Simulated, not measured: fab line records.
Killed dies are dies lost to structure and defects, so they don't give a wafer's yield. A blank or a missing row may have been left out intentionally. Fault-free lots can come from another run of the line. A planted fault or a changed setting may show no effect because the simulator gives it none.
Which tool is to blame? || flow nand harc || 14 lots with 42 wafers sampled at 4 steps, on a route of 1302 steps

WHAT THE GAUGES SHOWED, per wafer
NHARC_A_ONON_D1_THK_MEAS_27: measures by ellipsometry. Usual: thk nm reads 1000 nm (standard deviation 10).
{"lot": "L495", "measured": "day 8 11:22", "on": "film metro-02", "thk nm (nm)": "1003 1002 1002", "flag": ""}
{"lot": "L496", "measured": "day 8 11:23", "on": "film metro-01", "thk nm (nm)": "1003 1005 1005", "flag": ""}
{"lot": "L500", "measured": "day 10 12:10", "on": "film metro-02", "thk nm (nm)": "1020 1020 1019", "flag": ""}
{"lot": "L501", "measured": "day 10 15:38", "on": "film metro-01", "thk nm (nm)": "1010 1009 1009", "flag": ""}
{"lot": "L502", "measured": "day 11 02:28", "on": "film metro-02", "thk nm (nm)": "1001 1000 1001", "flag": ""}
{"lot": "L503", "measured": "day 11 11:47", "on": "film metro-02", "thk nm (nm)": "990 990 988", "flag": ""}
{"lot": "L508", "measured": "day 14 06:10", "on": "film metro-02", "thk nm (nm)": "995 995 996", "flag": ""}
{"lot": "L512", "measured": "day 15 05:22", "on": "film metro-01", "thk nm (nm)": "989 987 987", "flag": ""}
{"lot": "L513", "measured": "day 15 16:22", "on": "film metro-01", "thk nm (nm)": "996 995 996", "flag": ""}
{"lot": "L514", "measured": "day 16 05:29", "on": "film metro-01", "thk nm (nm)": "1011 1011 1012", "flag": ""}
{"lot": "L515", "measured": "day 17 04:34", "on": "film metro-02", "thk nm (nm)": "988 987 985", "flag": ""}
{"lot": "L516", "measured": "day 17 12:11", "on": "film metro-01", "thk nm (nm)": "1021 1021 1021", "flag": ""}
{"lot": "L517", "measured": "day 17 12:10", "on": "film metro-02", "thk nm (nm)": "985 985 985", "flag": ""}
{"lot": "L518", "measured": "day 18 05:53", "on": "film metro-02", "thk nm (nm)": "989 989 988", "flag": ""}

EACH LOT AND THE TOOL THAT RAN IT (in order: tool; ch and the chambers of the sampled wafers; start)
{"lot": "L495", "NHARC_P_BONDPAD_PRE_CLEAN_26": "pvd sputter-02, day 7 00:50 or earlier", "NHARC_A_ZERO_WELL_RTA_16": "rtp anneal-02 ch 0, day 7 00:50", "NHARC_A_ONON_D1_DEP_22": "pecvd onon-04 ch 0, day 8 10:21"}
{"lot": "L496", "NHARC_P_BONDPAD_PRE_CLEAN_26": "pvd sputter-01, day 7 03:10 or earlier", "NHARC_A_ZERO_WELL_RTA_16": "rtp anneal-02 ch 0, day 7 03:10", "NHARC_A_ONON_D1_DEP_22": "pecvd onon-01 ch 0, day 8 10:21"}
{"lot": "L500", "NHARC_P_BONDPAD_PRE_CLEAN_26": "pvd sputter-01, day 8 23:46 or earlier", "NHARC_A_ZERO_WELL_RTA_16": "rtp anneal-01 ch 0, day 8 23:46", "NHARC_A_ONON_D1_DEP_22": "pecvd onon-04 ch 0, day 10 11:05"}
{"lot": "L501", "NHARC_P_BONDPAD_PRE_CLEAN_26": "pvd sputter-01, day 9 07:19 or earlier", "NHARC_A_ZERO_WELL_RTA_16": "rtp anneal-01 ch 0, day 9 07:19", "NHARC_A_ONON_D1_DEP_22": "pecvd onon-01 ch 0, day 10 14:33"}
{"lot": "L502", "NHARC_P_BONDPAD_PRE_CLEAN_26": "pvd sputter-02, day 9 14:18 or earlier", "NHARC_A_ZERO_WELL_RTA_16": "rtp anneal-01 ch 0, day 9 14:18", "NHARC_A_ONON_D1_DEP_22": "pecvd onon-01 ch 0, day 11 01:27"}
{"lot": "L503", "NHARC_P_BONDPAD_PRE_CLEAN_26": "pvd sputter-01, day 10 02:10 or earlier", "NHARC_A_ZERO_WELL_RTA_16": "rtp anneal-01 ch 0, day 10 02:10", "NHARC_A_ONON_D1_DEP_22": "pecvd onon-01 ch 0, day 11 10:41"}
{"lot": "L508", "NHARC_P_BONDPAD_PRE_CLEAN_26": "pvd sputter-02, day 12 21:46 or earlier", "NHARC_A_ZERO_WELL_RTA_16": "rtp anneal-02 ch 0, day 12 21:46", "NHARC_A_ONON_D1_DEP_22": "pecvd onon-03 ch 0, day 14 05:09"}
{"lot": "L512", "NHARC_P_BONDPAD_PRE_CLEAN_26": "pvd sputter-01, day 13 19:56 or earlier", "NHARC_A_ZERO_WELL_RTA_16": "rtp anneal-02 ch 0, day 13 19:56", "NHARC_A_ONON_D1_DEP_22": "pecvd onon-03 ch 0, day 15 04:20"}
{"lot": "L513", "NHARC_P_BONDPAD_PRE_CLEAN_26": "pvd sputter-02, day 14 08:28 or earlier", "NHARC_A_ZERO_WELL_RTA_16": "rtp anneal-02 ch 0, day 14 08:28", "NHARC_A_ONON_D1_DEP_22": "pecvd onon-03 ch 0, day 15 15:17"}
{"lot": "L514", "NHARC_P_BONDPAD_PRE_CLEAN_26": "pvd sputter-03, day 14 16:38 or earlier", "NHARC_A_ZERO_WELL_RTA_16": "rtp anneal-01 ch 0, day 14 16:38", "NHARC_A_ONON_D1_DEP_22": "pecvd onon-03 ch 0, day 16 04:25"}
{"lot": "L515", "NHARC_P_BONDPAD_PRE_CLEAN_26": "pvd sputter-01, day 15 19:05 or earlier", "NHARC_A_ZERO_WELL_RTA_16": "rtp anneal-01 ch 0, day 15 19:05", "NHARC_A_ONON_D1_DEP_22": "pecvd onon-01 ch 0, day 17 03:29"}
{"lot": "L516", "NHARC_P_BONDPAD_PRE_CLEAN_26": "pvd sputter-02, day 16 00:17 or earlier", "NHARC_A_ZERO_WELL_RTA_16": "rtp anneal-02 ch 0, day 16 00:17", "NHARC_A_ONON_D1_DEP_22": "pecvd onon-01 ch 0, day 17 11:07"}
{"lot": "L517", "NHARC_P_BONDPAD_PRE_CLEAN_26": "pvd sputter-02, day 16 01:53 or earlier", "NHARC_A_ZERO_WELL_RTA_16": "rtp anneal-01 ch 0, day 16 01:53", "NHARC_A_ONON_D1_DEP_22": "pecvd onon-04 ch 0, day 17 11:12"}
{"lot": "L518", "NHARC_P_BONDPAD_PRE_CLEAN_26": "pvd sputter-01, day 16 21:31 or earlier", "NHARC_A_ZERO_WELL_RTA_16": "rtp anneal-02 ch 0, day 16 21:31", "NHARC_A_ONON_D1_DEP_22": "pecvd onon-04 ch 0, day 18 04:48"}
- NHARC_P_BONDPAD_PRE_CLEAN_26: time 30 s.
- NHARC_A_ZERO_WELL_RTA_16: time 10 s.
- NHARC_A_ONON_D1_DEP_22: target thk 1000 nm.

AS READ BY THE TOOLS THEMSELVES (means over the sampled wafers that have a number; for cases with no such wafer, the mark the record gives instead)
NHARC_P_BONDPAD_PRE_CLEAN_26. Usual: heater power w reads 402 W (standard deviation 37).
{"lot": "L495", "tool": "pvd sputter-02", "heater power w (W)": 435, "flag": ""}
{"lot": "L496", "tool": "pvd sputter-01", "heater power w (W)": 443, "flag": ""}
{"lot": "L500", "tool": "pvd sputter-01", "heater power w (W)": 361, "flag": ""}
{"lot": "L501", "tool": "pvd sputter-01", "heater power w (W)": 441, "flag": ""}
{"lot": "L502", "tool": "pvd sputter-02", "heater power w (W)": 415, "flag": ""}
{"lot": "L503", "tool": "pvd sputter-01", "heater power w (W)": 447, "flag": ""}
{"lot": "L508", "tool": "pvd sputter-02", "heater power w (W)": 407, "flag": ""}
{"lot": "L512", "tool": "pvd sputter-01", "heater power w (W)": 359, "flag": ""}
{"lot": "L513", "tool": "pvd sputter-02", "heater power w (W)": 387, "flag": ""}
{"lot": "L514", "tool": "pvd sputter-03", "heater power w (W)": 419, "flag": ""}
{"lot": "L515", "tool": "pvd sputter-01", "heater power w (W)": 360, "flag": ""}
{"lot": "L516", "tool": "pvd sputter-02", "heater power w (W)": 410, "flag": ""}
{"lot": "L517", "tool": "pvd sputter-02", "heater power w (W)": 404, "flag": ""}
{"lot": "L518", "tool": "pvd sputter-01", "heater power w (W)": 361, "flag": ""}

NHARC_A_ZERO_WELL_RTA_16. Usual: anneal temp c max 1003.2, standard deviation 0.71; lamp power pct 30.1 %, standard deviation 0.68; wafer_temp_C_max 1003.3, standard deviation 0.88.
{"lot": "L495", "tool": "rtp anneal-02", "anneal temp c max": 1003.4, "lamp power pct (%)": 29.6, "wafer_temp_C_max": 1002.7, "flag": ""}
{"lot": "L496", "tool": "rtp anneal-02", "anneal temp c max": 1003.1, "lamp power pct (%)": 29.5, "wafer_temp_C_max": 1002.6, "flag": ""}
{"lot": "L500", "tool": "rtp anneal-01", "anneal temp c max": 1003.4, "lamp power pct (%)": 31.0, "wafer_temp_C_max": 1004.3, "flag": ""}
{"lot": "L501", "tool": "rtp anneal-01", "anneal temp c max": 1002.4, "lamp power pct (%)": 30.9, "wafer_temp_C_max": 1005.1, "flag": ""}
{"lot": "L502", "tool": "rtp anneal-01", "anneal temp c max": 1004.0, "lamp power pct (%)": 30.9, "wafer_temp_C_max": 1003.6, "flag": ""}
{"lot": "L503", "tool": "rtp anneal-01", "anneal temp c max": 1003.1, "lamp power pct (%)": 30.9, "wafer_temp_C_max": 1003.7, "flag": ""}
{"lot": "L508", "tool": "rtp anneal-02", "anneal temp c max": 1003.2, "lamp power pct (%)": 29.6, "wafer_temp_C_max": 1003.0, "flag": ""}
{"lot": "L512", "tool": "rtp anneal-02", "anneal temp c max": 1003.7, "lamp power pct (%)": 29.4, "wafer_temp_C_max": 1003.2, "flag": ""}
{"lot": "L513", "tool": "rtp anneal-02", "anneal temp c max": 1004.1, "lamp power pct (%)": 29.5, "wafer_temp_C_max": 1003.6, "flag": ""}
{"lot": "L514", "tool": "rtp anneal-01", "anneal temp c max": 1002.8, "lamp power pct (%)": 30.9, "wafer_temp_C_max": 1003.3, "flag": ""}
{"lot": "L515", "tool": "rtp anneal-01", "anneal temp c max": 1002.6, "lamp power pct (%)": 30.9, "wafer_temp_C_max": 1002.4, "flag": ""}
{"lot": "L516", "tool": "rtp anneal-02", "anneal temp c max": 1002.4, "lamp power pct (%)": 29.5, "wafer_temp_C_max": 1003.4, "flag": ""}
{"lot": "L517", "tool": "rtp anneal-01", "anneal temp c max": 1003.4, "lamp power pct (%)": 30.9, "wafer_temp_C_max": 1004.2, "flag": ""}
{"lot": "L518", "tool": "rtp anneal-02", "anneal temp c max": 1003.4, "lamp power pct (%)": 29.5, "wafer_temp_C_max": 1002.4, "flag": ""}

NHARC_A_ONON_D1_DEP_22. Usual: n2o flow sccm reads 2000 sccm (standard deviation 6).
{"lot": "L495", "tool": "pecvd onon-04", "n2o flow sccm (sccm)": 2003, "flag": ""}
{"lot": "L496", "tool": "pecvd onon-01", "n2o flow sccm (sccm)": 2006, "flag": ""}
{"lot": "L500", "tool": "pecvd onon-04", "n2o flow sccm (sccm)": 2000, "flag": ""}
{"lot": "L501", "tool": "pecvd onon-01", "n2o flow sccm (sccm)": 2002, "flag": ""}
{"lot": "L502", "tool": "pecvd onon-01", "n2o flow sccm (sccm)": 1593, "flag": "OFF"}
{"lot": "L503", "tool": "pecvd onon-01", "n2o flow sccm (sccm)": 1598, "flag": "OFF"}
{"lot": "L508", "tool": "pecvd onon-03", "n2o flow sccm (sccm)": 1994, "flag": ""}
{"lot": "L512", "tool": "pecvd onon-03", "n2o flow sccm (sccm)": 1999, "flag": ""}
{"lot": "L513", "tool": "pecvd onon-03", "n2o flow sccm (sccm)": 1989, "flag": ""}
{"lot": "L514", "tool": "pecvd onon-03", "n2o flow sccm (sccm)": 2002, "flag": ""}
{"lot": "L515", "tool": "pecvd onon-01", "n2o flow sccm (sccm)": 2002, "flag": ""}
{"lot": "L516", "tool": "pecvd onon-01", "n2o flow sccm (sccm)": 2001, "flag": ""}
{"lot": "L517", "tool": "pecvd onon-04", "n2o flow sccm (sccm)": 1994, "flag": ""}
{"lot": "L518", "tool": "pecvd onon-04", "n2o flow sccm (sccm)": 1990, "flag": ""}

THE ANSWER, worked out from the rows above alone
Rule: lot off if the mean of its wafers having a number is beyond 3 standard deviations from the usual mean. A lot without any number at a reading at which 4 lots or more have one is off too. Any other lot the step has rows for is counted as sound. After the gauges, taken in route order, come the tools' own readings; for these a lot's mean is taken, as printed above. At the first step where some lot is off, the reading lying furthest off is the one used; lots without a number count as furthest.
Off: L502, L503 (NHARC_A_ONON_D1_DEP_22, n2o flow sccm).
A tool fits if, at that step or a process step before it, it ran every lot that is off, and no sound lot after the first of them. Because NHARC_P_BONDPAD_PRE_CLEAN_26 lacks a start for some lots, the hours and order of its lots are taken from NHARC_A_ZERO_WELL_RTA_16. Not one of the candidates tried fits.

WHAT WAS PUT IN BY THE SIMULATOR
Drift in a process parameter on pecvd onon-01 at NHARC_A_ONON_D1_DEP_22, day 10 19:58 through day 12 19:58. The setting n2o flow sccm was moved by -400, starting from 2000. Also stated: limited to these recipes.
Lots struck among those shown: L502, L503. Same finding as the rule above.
